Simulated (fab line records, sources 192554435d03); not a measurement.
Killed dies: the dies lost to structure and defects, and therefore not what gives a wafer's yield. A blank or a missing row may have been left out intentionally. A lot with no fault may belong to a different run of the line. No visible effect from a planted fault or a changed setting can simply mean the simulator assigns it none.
2 desks, one fault :: flow n5_finfet :: what lay behind the numbers comes last; until then each desk has only its own

== FROM THE METROLOGY DESK ==
What the gauges read for every lot (on any tool): the sampled wafers with a number, averaged. Marked OUT: a lot whose mean sits more than 4 standard deviations from the usual mean, which makes it out of limits; the brackets give that distance.
Columns: A = M11_THK at N5_BEOL_M11_THK_MEAS_53, usual 139 nm; B = cd_nm at N5_BEOL_M12_CD_MEAS_28, usual 161.0 nm
lot: L527
first seen here: day 11 05:41
A: 140
B: 160.6

lot: L529
first seen here: day 11 21:16
A: 135
B: 159.4

lot: L530
first seen here: day 12 05:59
A: 139
B: 160.6

lot: L531
first seen here: day 12 19:13
A: 140
B: 161.4

lot: L537
first seen here: day 14 03:09
A: 137
B: 160.9

lot: L538
first seen here: day 14 07:40
A: 138
B: 162.1

lot: L540
first seen here: day 14 21:04
A: 138
B: 161.5

lot: L543
first seen here: day 15 17:10
A: 135
B: 161.2

lot: L544
first seen here: day 16 23:41
A: 139
B: 159.8

lot: L547
first seen here: day 17 05:13
A: 140
B: 160.4

lot: L548
first seen here: day 17 19:59
A: 140
B: 163.5
Finding of this desk: none of the 11 lots has anything out of limits.

== AT THE TOOL OWNER'S DESK: litho_track-01 ==
The tool's own readings at N5_BEOL_M12_COAT_66 (time 60 s, resist thk 110 nm): means of the sampled wafers that have a number, for each lot that ran on this tool. Marked OUT: a lot whose mean sits more than 4 standard deviations from the usual mean, which makes it out of limits; the brackets give that distance.
Columns: A = exhaust_pa at N5_BEOL_M12_COAT_66, usual 45.0 Pa; B = heater_power_total_W at N5_BEOL_M12_COAT_66, usual 427.5 W; C = plate_temp_C at N5_BEOL_M12_COAT_66, usual 219.99 C; D = resist_line_temp_C at N5_BEOL_M12_COAT_66, usual 23.01 C; E = spin_speed_rpm at N5_BEOL_M12_COAT_66, usual 1499.9 rpm
lot: L527
first seen here: day 11 07:25
A: 46.2
B: 429.1
C: 220.13
D: 22.94
E: 1500.5

lot: L530
first seen here: day 12 07:22
A: 44.5
B: 427.5
C: 219.81
D: 23.05
E: 1499.4

lot: L537
first seen here: day 14 04:23
A: 45.9
B: 420.5
C: 217.73 (-13) OUT
D: 22.99
E: 1499.2

lot: L538
first seen here: day 14 09:04
A: 45.2
B: 422.5
C: 217.82 (-12) OUT
D: 23.10
E: 1500.7

lot: L540
first seen here: day 14 22:19
A: 44.9
B: 420.8
C: 217.54 (-14) OUT
D: 23.16
E: 1499.9

lot: L548
first seen here: day 17 21:24
A: 45.4
B: 426.9
C: 220.13
D: 23.12
E: 1499.7
Finding of this desk: L537, L538, L540 out of limits; the first was L537 at day 14 04:23, on plate_temp_C at N5_BEOL_M12_COAT_66. L527, L530, L548 stayed within limits.

== BROUGHT TOGETHER ==
The tool owner's desk could have raised an alarm at day 14 04:23, on L537, L538, L540.
At the metrology desk, nothing out of limits was observed.
The metrology desk has L537, L538, L540 on record, within its limits.
All the named lots went through N5_BEOL_M12_COAT_66 on litho_track-01.

== WHAT THE SIMULATOR PUT IN ==
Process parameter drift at N5_BEOL_M12_COAT_66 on litho_track-01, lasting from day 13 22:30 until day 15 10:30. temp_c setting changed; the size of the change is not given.
Shown lots that were struck: L537, L538, L540.
Delay in hours, fault start to first out-of-limits reading, by desk: the tool owner's desk at 6.
